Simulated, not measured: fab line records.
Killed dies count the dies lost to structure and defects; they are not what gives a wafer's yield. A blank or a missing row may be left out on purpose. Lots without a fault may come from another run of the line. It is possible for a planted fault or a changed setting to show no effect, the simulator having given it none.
Split-lot experiment    flow n5 finfet    7 lots, 21 wafers read, on a route of 1938 steps

ON THE SPLIT
At N5_MOL_CONTACT_COAG_SPUTTER_130 (material Co, target thk 47.5 nm), the setting power w was moved away from the recipe's 3000 W on 5 of the 21 wafers read, by -12.4% to +11.6%. The other wafers ran this setting at the recipe's value.

The reading is taken at the split's own step.

THE READING
Co_of_MOL_CONTACT_COAG_SPUTTER_130.thk nm (the simulator's own value, which no gauge read), in nm, at N5_MOL_CONTACT_COAG_SPUTTER_130 (material Co, target thk 47.5 nm). The file gives no usual value for it. The 16 wafers here that ran the recipe average 47.2 nm, standard deviation 0.36 nm.

wafer   tool, chamber at the split  power w as run, W  against the recipe  Co_of_MOL_CONTACT_COAG_SPUTTER_130.thk nm, nm  against lot-mates on the recipe
L082.2  pvd sputter-01, -           3000               recipe              46.8                                           -
L082.3  pvd sputter-01, -           3000               recipe              47.2                                           -
L082.4  pvd sputter-01, -           3274               +9.1%               51.4                                           +4.4
L083.1  pvd sputter-01, -           3000               recipe              47.6                                           -
L083.2  pvd sputter-01, -           3000               recipe              47.6                                           -
L083.5  pvd sputter-01, -           3348               +11.6%              53.4                                           +5.8
L085.1  pvd sputter-02, -           3000               recipe              47.4                                           -
L085.2  pvd sputter-02, -           3000               recipe              47.4                                           -
L085.4  pvd sputter-02, -           3000               recipe              48                                             -
L089.3  pvd sputter-03, -           3000               recipe              47.2                                           -
L089.5  pvd sputter-03, -           3000               recipe              47.2                                           -
L089.4  pvd sputter-03, -           2627               -12.4%              41.2                                           -6.0
L092.3  pvd sputter-03, -           3303               +10.1%              52                                             +4.6
L092.4  pvd sputter-03, -           3303               +10.1%              52                                             +4.6
L092.6  pvd sputter-03, -           3000               recipe              47.4                                           -
L093.1  pvd sputter-03, -           3000               recipe              47.4                                           -
L093.2  pvd sputter-03, -           3000               recipe              47.4                                           -
L093.4  pvd sputter-03, -           3000               recipe              47.2                                           -
L094.3  pvd sputter-03, -           3000               recipe              46.6                                           -
L094.4  pvd sputter-03, -           3000               recipe              46.6                                           -
L094.5  pvd sputter-03, -           3000               recipe              47                                             -

FIT RESULTS
A straight line over all 21 wafers: Co_of_MOL_CONTACT_COAG_SPUTTER_130.thk nm changes by +0.487 nm for each +1% of power w; r = +0.99; the points scatter about the line by 0.36 nm.
The same after taking each lot's own level away (the mean of its wafers on the recipe; 21 wafers): +0.477 nm for each +1%; r = +1.00; scatter 0.18 nm.
That fit puts the effect of the largest move of power w on the reading at 5.9 nm.
From 46.73 to 47.60 nm: that is the span of the lots' own levels, equal to 2.4 times the standard deviation above.
The two slopes are in agreement: the lot-to-lot level therefore moves the slope only a little.
Check: for one of the wafers moved furthest among these (-12.4%), held out of the fit, the line's prediction against its lot-mates is -5.91 nm. It came out at -6 nm against them.

OTHER SPLITS ON THESE WAFERS
These wafers also went through other splits before the reading. Each is held against what the fit with the lots' levels taken away leaves over:
other split on the same wafers     wafers away from the commonest value  r with Co_of_MOL_CONTACT_COAG_SPUTTER_130.thk nm (lot level and that fit taken away)
N5_GATE_CUT_EXPOSE_10 dose mj      5                                     -0.04
N5_GATE_CUT_ETCH_36 cf4 flow sccm  6                                     +0.26

FILE'S OWN FIT
Co_of_MOL_CONTACT_COAG_SPUTTER_130.thk nm changes by +0.482 nm for each +1% of power w, r = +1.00.
